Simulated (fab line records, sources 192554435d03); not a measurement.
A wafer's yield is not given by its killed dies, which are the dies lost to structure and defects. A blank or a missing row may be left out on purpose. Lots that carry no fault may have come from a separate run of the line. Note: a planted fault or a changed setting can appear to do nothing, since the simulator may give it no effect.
Chamber matching ; flow n5Finfet ; aldSin-03 running N5_ILD0_LINER_00: 4 sister chambers
The step material SiNx, target thk 4 nm, pulse time 1 s, purge time 2 s. 18 wafers are shown with their chamber, then 9 later ones without.

## WAFERS WITH THEIR CHAMBER
wafer;chamber;heaterPowerW (W);precursorPulseHeightRel
L075.1;2;1043;0.975
L075.2;1;1126;0.995
L075.4;0;711;1.024
L081.1;0;656;1.003
L081.5;1;1155;0.984
L081.6;2;966;1.018
L085.2;1;1175;0.981
L085.3;3;893;1.005
L085.6;0;687;0.995
L086.3;1;1132;0.983
L086.4;0;670;0.971
L086.6;2;959;1.016
L088.3;0;675;1.008
L088.4;2;959;1.005
L088.6;1;1154;1.020
L091.1;3;892;0.988
L091.4;0;659;0.997
L091.5;3;887;0.994

SIGNATURES (means of the wafers above)
reading;chamber 0;chamber 1;chamber 2;chamber 3;scatter within a chamber
heaterPowerW;676.33;1148.40;981.75;890.67;24.9
precursorPulseHeightRel;0.99967;0.99260;1.00350;0.99567;0.0167
Rule: a wafer's distance from a chamber is the root of the sum, over the readings, of the square of ((its reading less the chamber's mean) divided by the reading's scatter). If the next closest chamber is less than 2 further off than the closest, the wafer can't be placed; otherwise it belongs to the closest. The scatter: the root of (the sum of the squares of (reading less its chamber's mean) over the shown wafers, divided by (wafers less chambers)).

## WAFERS WITHOUT THEIR CHAMBER
wafer;heaterPowerW (W);precursorPulseHeightRel
L092.1;895;0.997
L092.2;1136;1.032
L092.5;1137;1.012
L094.2;893;0.999
L094.3;970;1.010
L094.6;873;0.972
L095.1;962;0.992
L095.2;1129;0.987
L095.3;676;1.001

## WHICH CHAMBER EACH WENT THROUGH
wafer;from the rows above;in truth
L092.1;3;3
L092.2;1;1
L092.5;1;1
L094.2;3;3
L094.3;2;2
L094.6;3;3
L095.1;can't be placed: 2 or 3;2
L095.2;1;1
L095.3;0;0
Correctly placed: 8 of 9. These rows do not allow placing 1 (true chamber among the candidates in 1). Number placed wrongly: 0.
